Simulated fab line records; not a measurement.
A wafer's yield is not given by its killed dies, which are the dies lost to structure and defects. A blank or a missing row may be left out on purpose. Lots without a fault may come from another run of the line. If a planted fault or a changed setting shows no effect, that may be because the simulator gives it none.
Matching of chambers ; flow nand_harc ; NHARC_A_CHANNEL_FILL_D2_ETCHBACK_19 on rie_si-03 has 4 sister chambers
The step etches the open film in HBr/Cl2, target depth 5 nm, time 1.7 s. 8 wafers are shown with their chamber, then 7 later ones without.

WAFERS PAIRED WITH THEIR CHAMBERS
wafer;chamber;throttle_valve_pct (%);oes_product_au (a.u.)
L077.2;1;26.415;0.987
L083.2;1;26.404;1.016
L083.4;3;26.394;0.993
L087.1;2;26.389;1.006
L087.4;0;26.415;0.978
L087.6;0;26.408;0.986
L088.1;2;26.391;1.014
L088.2;3;26.393;0.990

WAFERS WITH NO CHAMBER GIVEN
wafer;throttle_valve_pct (%);oes_product_au (a.u.)
L088.5;26.423;1.031
L094.1;26.405;1.020
L094.3;26.402;1.006
L094.4;26.405;1.018
L095.3;26.405;1.003
L095.5;26.398;0.988
L095.6;26.418;1.019

WHICH CHAMBER EACH WENT THROUGH
wafer;from the rows above;in truth
L088.5;can't be placed: 1 or 0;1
L094.1;can't be placed: 1 or 2 or 3 or 0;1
L094.3;can't be placed: 1 or 3 or 2 or 0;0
L094.4;can't be placed: 1 or 2 or 3 or 0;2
L095.3;can't be placed: 1 or 0 or 3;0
L095.5;can't be placed: 3 or 2 or 1 or 0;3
L095.6;can't be placed: 1 or 0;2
0 of 7 placed correctly. From these rows, 7 cannot be placed; in 6 the true chamber is one of the candidates. Wrongly placed: 0.
How it was worked out, from the rows above alone: a wafer's distance from a chamber is the root of the sum, over the readings, of the square of ((its reading less the chamber's mean) divided by the reading's scatter). The wafer belongs to the nearest chamber; if the next one is less than 2 further off, it can't be placed. A chamber's mean is the mean of its shown wafers. The scatter: take each reading less its chamber's mean, square it, sum over the shown wafers, divide by the number of wafers less the number of chambers, and take the root.
